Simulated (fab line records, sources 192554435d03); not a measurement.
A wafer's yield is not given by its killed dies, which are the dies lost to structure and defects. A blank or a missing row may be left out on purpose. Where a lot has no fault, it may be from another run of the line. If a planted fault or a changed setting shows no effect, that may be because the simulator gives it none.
A lot that was struck, set against a sound lot	flow n5-finfet	34 steps out of a route of 1938
Sound: wafers L992.1, L992.5, L992.6. Wafers struck: L994.2, L994.5, L994.6. The cause is named last.
Each step with rows lists, per side, the tool, then ch with its chambers, then its first start. Under that, the readings that differ: sound wafers	struck wafers	difference of the means	sigmas: that difference in standard deviations of wafers without a fault.
alike: same words and numbers on both sides, and readings whose means sit less than 2 such deviations apart. not compared: any withheld reading, any reading some wafer has no value for, any bound like >300 that may hide the same value, and any number with overlapping values for which the record gives no deviation.
Wherever a step has rows on one side only, a row that says differs or no value, or a row with sigmas, the two part there. When numbers do not overlap yet have no deviation, they are printed without sigmas and do not part them. A reading that every wafer of one side lacks parts them only if that side has two wafers or more.

first, 9 steps without rows for these wafers: N5_BEOL_M6_EXPOSE_25 (exposes mask V5, target cd 40 nm); N5_BEOL_M6_PEB_26 (peb time 60 s); N5_BEOL_M6_DEVELOP_27 (develop time 30 s); N5_BEOL_M6_DESCUM_33 (chemistry O2, time 7 s); N5_BEOL_M6_ETCH_72 (etches underlayer in N2/H2, target depth 6.5 nm, time 5.2 s); N5_BEOL_M6_ETCH_65 (etches SiARC in CF4, target depth 15.6 nm, time 26 s); N5_BEOL_M6_ETCH_66 (etches SOC in N2/H2, target depth 80 nm, overetch 16 nm, time 120 s); N5_BEOL_M6_STRIP_69 (strips in N2/H2); N5_BEOL_M6_STRIP_73 (strips in N2/H2).
N5_BEOL_M6_VIA_ETCH_34: etches SiCOH lowk in C4F6/O2, target depth 126.3 nm, time 50.9 s.
  sound on rie-diel-03 ch 0,3, day 12 00:24; struck on rie-diel-03 ch 1,3, day 12 08:53
  alike: drypump-motor-current-A, mfc-ar-sccm, oes-product-au, rf-vpp-V, showerhead-plenum-p-Torr, throttle-valve-pct
  not compared: rf-hours-counter-h
then, 23 steps without rows for these wafers: N5_BEOL_M6_STRIP_76 (strips in C4F6/O2); N5_BEOL_M6_STRIP_36 (strips in N2/H2); N5_BEOL_M6_TRENCH_ETCH_37 (etches SiCOH lowk in C4F6/O2, target depth 94.435 nm, time 31.5 s); N5_BEOL_M6_ETCH_41 (etches SiCN in CH3F/O2, target depth 29.7 nm, time 52 s); N5_BEOL_M6_STRIP_80 (strips in N2/H2, time 10 s); N5_BEOL_M6_HM_STRIP_39 (strips TiN in peroxide tin strip, target depth 25 nm, time 158 s); N5_BEOL_M6_SRD_40 (time 30 s); N5_BEOL_M6_PRECLEAN_42 (cleans in residue remover, time 60 s); N5_BEOL_M6_SRD_43 (time 30 s); N5_BEOL_M6_CURE_75 (cures SiCOH lowk, time 120 s); N5_BEOL_M6_DEGAS_44 (time 60 s); N5_BEOL_M6_PRE_CLEAN_45 (time 30 s); N5_BEOL_M6_ALD_77 (deposits TaN, target thk 2 nm, pulse time 2 s, purge time 3 s); N5_BEOL_M6_SURFACE_TREAT_79; N5_BEOL_M6_CVD_78 (deposits Co from CCTBA/H2, target thk 2 nm, time 142.3 s); N5_BEOL_M6_SPUTTER_48 (material Cu, target thk 10 nm, time 1.667 s); N5_BEOL_M6_ECD_50 (material Cu, target thk 300 nm); N5_BEOL_M6_ANNEAL_51 (time 90 s); N5_BEOL_M6_CMP_52 (polishes, stops on SiCOH lowk, t overpolish 6.9 s, target thk 80 nm); N5_BEOL_M6_PRE_CLEAN_55 (time 15 s); N5_BEOL_M6_DEP_56 (deposits SiCN from 3MS/NH3, target thk 10 nm, time 17.5 s); N5_BEOL_M7_ILD_DEP_00 (deposits SiCOH lowk from DEMS/porogen, target thk 179.75 nm, time 33.4 s); N5_BEOL_M7_CURE_74 (cures SiCOH lowk, time 240 s).
-- the record jumps here: 3 days lie between the struck wafers' starts before and after (it left off in module BEOL_M7 and takes up again in module PASSIVATION, whose first step shown is number 1936 of the route) --
N5_PASSIVATION_PROBE_49:
  sound: prober-02 at day 15 01:21; struck: prober-02 at day 15 15:37
reading	sound	struck	difference	sigmas
defect-limited-yield (%)	91.5 92.6 89.2	79.9 86.8 79.2	-9.1	-7
killed_at_M4_up	13 10 24	139 78 131	+100	+19
killed-dies	100 87 128	237 156 245	+108	+7
killed-on-rim	15 13 16	29 31 28	+15	+4
sort_bin_5_function (%)	4.8 4.6 5.8	13.1 8.6 12.7	+6.4	+7
sort-n-pass	1080 1093 1052	943 1024 935	-108	-7
sort-yield-pct (%)	91.5 92.6 89.2	79.9 86.8 79.2	-9.1	-7
  alike: killed_at_M0_to_M3, killed-at-contacts, killed-at-front-end, killed-at-other, killed-open, killed-short, sort_bin_6_memory

== WHERE THEY PART ==
N5_PASSIVATION_PROBE_49 only, going by this record.

WHY: whatever the simulator had introduced
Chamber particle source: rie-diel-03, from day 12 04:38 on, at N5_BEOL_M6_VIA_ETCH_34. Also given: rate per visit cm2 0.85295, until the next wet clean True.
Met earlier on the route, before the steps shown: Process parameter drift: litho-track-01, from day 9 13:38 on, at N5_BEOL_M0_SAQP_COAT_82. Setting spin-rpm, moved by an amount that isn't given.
